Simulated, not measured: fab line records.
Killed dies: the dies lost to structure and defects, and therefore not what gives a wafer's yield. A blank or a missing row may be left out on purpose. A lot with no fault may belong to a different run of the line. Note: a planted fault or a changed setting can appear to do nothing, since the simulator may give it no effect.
One fault through the eyes of 3 desks || flow n5Finfet || numbers are kept per desk, each desk with only its own; the story behind them comes last

== THE DEFECT DESK ==
Counts from the inspections along the route, per lot, as means over the sampled wafers that have a number. Marked OUT: a lot whose mean sits more than 4 standard deviations from the usual mean, which makes it out of limits; the brackets give that distance.
Columns: A = rawDefectCount at N5_SD_EPI_N_INSPECT_11, usual 2.2
{"lot": "L942", "first seen here": "day 3 07:01", "A": 2.3}
{"lot": "L945", "first seen here": "day 4 00:52", "A": 2.3}
{"lot": "L947", "first seen here": "day 4 12:08", "A": 3.3}
{"lot": "L951", "first seen here": "day 5 15:42", "A": 3.0}
{"lot": "L953", "first seen here": "day 6 01:33", "A": 3.3}
{"lot": "L954", "first seen here": "day 6 07:53", "A": 1.0}
{"lot": "L958", "first seen here": "day 7 05:13", "A": 2.7}
{"lot": "L959", "first seen here": "day 7 14:01", "A": 2.3}
{"lot": "L962", "first seen here": "day 8 07:38", "A": 2.0}
Result from this desk: across the 9 lots, nothing is out of limits.

== FROM THE METROLOGY DESK ==
What the gauges read, lot by lot, whatever tool the lot ran on: means of the sampled wafers that have a number. Marked OUT: a lot whose mean sits more than 4 standard deviations from the usual mean, which makes it out of limits; the brackets give that distance. Of its 11 readings 7 are shown: the one that was out of limits first, and those that lie furthest out on some lot.
Columns: A = cdNm at N5_SD_EPI_N_CD_MEAS_09, usual 119.7 nm; B = DIBL_N at N5_BEOL_M4_RC_MEAS_101, usual 36.1 mV/V; C = DIBL_P at N5_BEOL_M4_RC_MEAS_101, usual 36.1 mV/V; D = IOFF_N at N5_BEOL_M4_RC_MEAS_101, usual 0.154 nA/um; E = IOFF_P at N5_BEOL_M4_RC_MEAS_101, usual 0.201 nA/um; F = SS_N at N5_BEOL_M4_RC_MEAS_101, usual 71.5 mV/dec; G = VT_P at N5_BEOL_M4_RC_MEAS_101, usual -251.3 mV
{"lot": "L942", "first seen here": "day 3 06:58", "A": 118.8, "B": 33.8, "C": 33.7, "D": 0.130, "E": 0.169, "F": 71.6, "G": -254.7}
{"lot": "L945", "first seen here": "day 4 00:49", "A": 118.8, "B": 35.3, "C": 36.0, "D": 0.160, "E": 0.208, "F": 71.1, "G": -249.2}
{"lot": "L947", "first seen here": "day 4 12:05", "A": 119.6, "B": 35.2, "C": 35.7, "D": 0.143, "E": 0.194, "F": 70.8, "G": -249.1}
{"lot": "L951", "first seen here": "day 5 15:39", "A": 119.2, "B": 36.3, "C": 35.5, "D": 0.135, "E": 0.184, "F": 71.1, "G": -253.3}
{"lot": "L953", "first seen here": "day 6 01:30", "A": "90.9 (-51) OUT", "B": "-", "C": "-", "D": "-", "E": "-", "F": "-", "G": "-"}
{"lot": "L954", "first seen here": "day 6 07:50", "A": "97.9 (-39) OUT", "B": 33.2, "C": 32.5, "D": 0.121, "E": 0.161, "F": 71.2, "G": -254.1}
{"lot": "L958", "first seen here": "day 7 05:10", "A": 118.9, "B": 36.1, "C": 37.4, "D": 0.154, "E": 0.214, "F": 71.8, "G": -247.6}
{"lot": "L959", "first seen here": "day 7 13:58", "A": 119.5, "B": 35.8, "C": 36.3, "D": 0.135, "E": 0.178, "F": 71.1, "G": -254.8}
{"lot": "L962", "first seen here": "day 8 07:35", "A": 120.5, "B": 36.8, "C": 37.2, "D": 0.176, "E": 0.204, "F": 71.3, "G": -250.6}
Finding of this desk: L953, L954 out of limits; the first was L953 at day 6 01:30, on cdNm at N5_SD_EPI_N_CD_MEAS_09. In limits: L942, L945, L947, L951, L958, L959, L962.

== TOOL OWNER'S DESK, arfiScanner-03 ==
The tool's own readings at N5_SD_EPI_N_EXPOSE_06 (exposes mask SD N BLK, target cd 120 nm): means of the sampled wafers that have a number, for each lot that ran on this tool. Marked OUT: a lot whose mean sits more than 4 standard deviations from the usual mean, which makes it out of limits; the brackets give that distance.
Columns: A = exposureDoseMJCm2 at N5_SD_EPI_N_EXPOSE_06, usual 39.73; B = reticleTempC at N5_SD_EPI_N_EXPOSE_06, usual 23.02 C
{"lot": "L945", "first seen here": "day 4 00:41", "A": 39.73, "B": 22.99}
{"lot": "L951", "first seen here": "day 5 15:31", "A": 39.71, "B": 22.95}
{"lot": "L953", "first seen here": "day 6 01:22", "A": "26.11 (-99 or more) OUT", "B": 23.06}
{"lot": "L954", "first seen here": "day 6 07:43", "A": "28.86 (-99 or more) OUT", "B": 23.05}
Finding of this desk: L953, L954 out of limits; the first was L953 at day 6 01:22, on exposureDoseMJCm2 at N5_SD_EPI_N_EXPOSE_06. In limits: L945, L951.

== PUT TOGETHER ==
At day 6 01:22, on L953, L954, the tool owner's desk was in a position to raise an alarm.
L953, L954 would have let the metrology desk raise an alarm at day 6 01:30.
No out-of-limits result turned up at the defect desk.
The defect desk has L953, L954 on record, within its limits.
On arfiScanner-03, each named lot ran N5_SD_EPI_N_EXPOSE_06.

== WHAT HAD BEEN PUT IN BY THE SIMULATOR ==
Drift in process parameters on arfiScanner-03 at N5_SD_EPI_N_EXPOSE_06, starting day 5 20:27. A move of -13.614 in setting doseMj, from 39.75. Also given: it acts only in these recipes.
Lots struck among those shown: L953, L954.
Hours from the fault's start to each desk's first reading out of limits: the tool owner's desk, 5; the metrology desk, 5.
